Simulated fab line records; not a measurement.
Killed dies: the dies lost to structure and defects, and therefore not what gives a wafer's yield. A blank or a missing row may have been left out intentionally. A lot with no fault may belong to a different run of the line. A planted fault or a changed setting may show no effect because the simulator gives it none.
Check for tools in common -- flow nand_harc -- Sample size 12 lots and 36 wafers

== WHY THIS WAS OPENED ==
At NHARC_A_CHANNEL_HOLE_D1_INSPECT_40 the reading raw_defect_count is flagged on 2 of 12 lots. Fault-free wafers read 71, with a standard deviation of 26.
Rule: flag the lot when none of its wafers has a number, or when each of its wafers that has one lies beyond 4 standard deviations from that mean. All remaining lots are regarded as sound.

lot,measured,on,"raw_defect_count, wafer by wafer",flag
L787,day 8 11:25,defect_inspect-02,90 90 81,
L788,day 9 00:04,defect_inspect-01,103 105 106,
L790,day 9 21:54,defect_inspect-02,84 95 114,
L794,day 12 09:31,defect_inspect-01,420 380 429,FLAGGED
L796,day 12 20:14,defect_inspect-01,474 472 425,FLAGGED
L804,day 15 16:38,defect_inspect-02,116 125 100,
L803,day 15 16:46,defect_inspect-01,50 75 39,
L806,day 16 16:14,defect_inspect-02,124 83 94,
L805,day 16 17:13,defect_inspect-02,47 53 50,
L808,day 17 23:05,defect_inspect-01,54 50 69,
L809,day 18 06:28,defect_inspect-01,83 80 101,
L810,day 18 12:59,defect_inspect-01,35 40 50,
On average the flagged lots' numbers are 433, which is +362 against the usual, or +14 standard deviations.

== TOOL THAT RAN EACH LOT ==
3 process steps preceding the reading are held in the record, out of 1302 steps in the route. In each cell: the tool, then ch and the chambers that the sampled wafers went through, then the start.
lot,flag,NHARC_A_CHANNEL_HOLE_D1_ETCH_26,NHARC_A_CHANNEL_HOLE_D1_STRIP_42,NHARC_A_CHANNEL_HOLE_D1_STRIP_27
L787,,"har_etch-02 ch 0,1, day 8 09:30","rie_diel-06 ch 0,1,2, day 8 10:18","rie_diel-06 ch 0,2,3, day 8 11:25 or earlier"
L788,,"har_etch-02 ch 0,1, day 8 22:11","rie_diel-04 ch 0,1,3, day 8 22:58","rie_diel-04 ch 1,2,3, day 9 00:04 or earlier"
L790,,"har_etch-02 ch 0, day 9 19:59","rie_diel-02 ch 1,2, day 9 20:48","rie_diel-02 ch 1,2,3, day 9 21:54 or earlier"
L794,FLAGGED,"har_etch-01 ch 0,1, day 12 07:38","rie_diel-06 ch 0,1,3, day 12 08:25","rie_diel-06 ch 1,2,3, day 12 09:31 or earlier"
L796,FLAGGED,"har_etch-02 ch 0,1, day 12 18:21","rie_diel-06 ch 0,2,3, day 12 19:08","rie_diel-06 ch 0,2,3, day 12 20:14 or earlier"
L804,,"har_etch-02 ch 0,1, day 15 14:43","rie_diel-06 ch 0,1,3, day 15 15:32","rie_diel-06 ch 0,2,3, day 15 16:38 or earlier"
L803,,"har_etch-01 ch 0,1, day 15 14:50","rie_diel-02 ch 0,2, day 15 15:40","rie_diel-02 ch 0,2,3, day 15 16:46 or earlier"
L806,,"har_etch-02 ch 0,1, day 16 14:20","rie_diel-06 ch 1,2,3, day 16 15:08","rie_diel-06 ch 0,1,2, day 16 16:14 or earlier"
L805,,"har_etch-01 ch 0,1, day 16 14:53","rie_diel-04 ch 0,2, day 16 15:44","rie_diel-04 ch 0,2,3, day 16 17:13 or earlier"
L808,,"har_etch-02 ch 0,1, day 17 21:11","rie_diel-06 ch 0,1,3, day 17 21:59","rie_diel-06 ch 0,1,3, day 17 23:05 or earlier"
L809,,"har_etch-01 ch 1, day 18 04:34","rie_diel-02 ch 0,3, day 18 05:21","rie_diel-02 ch 0,2, day 18 06:28 or earlier"
L810,,"har_etch-02 ch 0,1, day 18 11:04","rie_diel-06 ch 1,2,3, day 18 11:53","rie_diel-06 ch 0,1,3, day 18 12:59 or earlier"
These steps, and what they do:
- NHARC_A_CHANNEL_HOLE_D1_ETCH_26: etches the open film in C4F8/O2/Ar, time 224.1 s, target depth 300 nm.
- NHARC_A_CHANNEL_HOLE_D1_STRIP_42: strips in CF4/CHF3.
- NHARC_A_CHANNEL_HOLE_D1_STRIP_27: strips in O2.
- NHARC_A_CHANNEL_HOLE_D1_INSPECT_40

== FLAGGED OVER TOTAL, TOOL BY TOOL (the gauges that took the reading come last) ==
step,tool,lots run,flagged,share of the flagged lots,sound lots run after its first flagged lot
NHARC_A_CHANNEL_HOLE_D1_ETCH_26,har_etch-01,4,1,some,"3 (L803,L805,L809)"
NHARC_A_CHANNEL_HOLE_D1_ETCH_26,har_etch-02,8,1,some,"4 (L804,L806,L808,L810)"
NHARC_A_CHANNEL_HOLE_D1_STRIP_42,rie_diel-02,3,0,none,-
NHARC_A_CHANNEL_HOLE_D1_STRIP_42,rie_diel-04,2,0,none,-
NHARC_A_CHANNEL_HOLE_D1_STRIP_42,rie_diel-06,7,2,all,"4 (L804,L806,L808,L810)"
NHARC_A_CHANNEL_HOLE_D1_STRIP_27,rie_diel-02,3,0,none,-
NHARC_A_CHANNEL_HOLE_D1_STRIP_27,rie_diel-04,2,0,none,-
NHARC_A_CHANNEL_HOLE_D1_STRIP_27,rie_diel-06,7,2,all,"4 (L804,L806,L808,L810)"
NHARC_A_CHANNEL_HOLE_D1_INSPECT_40,defect_inspect-01,7,2,all,"4 (L803,L808,L809,L810)"
NHARC_A_CHANNEL_HOLE_D1_INSPECT_40,defect_inspect-02,5,0,none,-
NHARC_A_CHANNEL_HOLE_D1_STRIP_27: start missing for some lots; hours and lot order therefore follow NHARC_A_CHANNEL_HOLE_D1_INSPECT_40.

== WHAT IS ALLOWED BY THE TABLE ==
Every flagged lot was run by 3 rows of the table: rie_diel-06 at NHARC_A_CHANNEL_HOLE_D1_STRIP_42, rie_diel-06 at NHARC_A_CHANNEL_HOLE_D1_STRIP_27 and defect_inspect-01 at NHARC_A_CHANNEL_HOLE_D1_INSPECT_40.
- rie_diel-06 at NHARC_A_CHANNEL_HOLE_D1_STRIP_42: 2 of its 7 lots flagged. After the first flagged lot (L804, L806, L808, L810), sound lots still ran on it; a lasting fault on the whole tool would not permit that.
- rie_diel-06 at NHARC_A_CHANNEL_HOLE_D1_STRIP_27: 2 of its 7 lots flagged. After the first flagged lot (L804, L806, L808, L810), sound lots still ran on it; a lasting fault on the whole tool would not permit that.
- defect_inspect-01 at NHARC_A_CHANNEL_HOLE_D1_INSPECT_40: 2 of its 7 lots flagged. After the first flagged lot (L803, L808, L809, L810), sound lots still ran on it; a lasting fault on the whole tool would not permit that.
Not one row of the table ran every flagged lot while running no sound lot after the first.

== WHAT THE SIMULATOR PUT IN ==
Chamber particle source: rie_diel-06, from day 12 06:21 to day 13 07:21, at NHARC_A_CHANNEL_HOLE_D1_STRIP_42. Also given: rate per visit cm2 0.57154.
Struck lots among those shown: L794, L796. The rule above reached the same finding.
